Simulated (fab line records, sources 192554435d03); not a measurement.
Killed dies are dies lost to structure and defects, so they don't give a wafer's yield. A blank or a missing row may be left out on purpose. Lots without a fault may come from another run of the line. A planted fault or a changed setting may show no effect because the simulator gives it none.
Chamber matching | flow n5_finfet | N5_BEOL_M4_PECVD_72 on pecvd-04: 3 sister chambers
The step deposits SiO2 from TEOS/O2, target thk 16 nm, time 18 s. 6 wafers are shown with their chamber, then 7 later ones without.

WAFERS WITH THEIR CHAMBER
wafer  | chamber | showerhead_plenum_p_Torr (Torr) | throttle_valve_pct (%)
L081.1 | 2       | 8.71                            | 22.9
L089.3 | 2       | 8.73                            | 23.3
L093.2 | 1       | 8.83                            | 22.2
L093.4 | 0       | 8.75                            | 23.1
L092.1 | 1       | 8.81                            | 22.5
L092.2 | 0       | 8.75                            | 23.1

WAFERS WITHOUT THEIR CHAMBER
wafer  | showerhead_plenum_p_Torr (Torr) | throttle_valve_pct (%)
L092.4 | 8.84                            | 22.1
L094.3 | 8.72                            | 23.2
L094.4 | 8.71                            | 23.0
L094.6 | 8.84                            | 22.2
L097.2 | 8.74                            | 23.2
L097.4 | 8.82                            | 22.3
L097.6 | 8.74                            | 23.4

WHICH CHAMBER EACH WENT THROUGH
wafer  | from the rows above     | in truth
L092.4 | 1                       | 1
L094.3 | 2                       | 2
L094.4 | 2                       | 2
L094.6 | 1                       | 1
L097.2 | can't be placed: 0 or 2 | 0
L097.4 | 1                       | 1
L097.6 | can't be placed: 0 or 2 | 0
Placed correctly: 5 of 7. Can't be placed from these rows: 2 (the true chamber is among the candidates in 2). Placed wrongly: 0.
How it was worked out, from the rows above alone: a wafer's distance from a chamber is the root of the sum, over the readings, of the square of ((its reading less the chamber's mean) divided by the reading's scatter). The wafer belongs to the nearest chamber; if the next one is less than 2 further off, it can't be placed. A chamber's mean is the mean of its shown wafers. The scatter: the root of (the sum of the squares of (reading less its chamber's mean) over the shown wafers, divided by (wafers less chambers)).
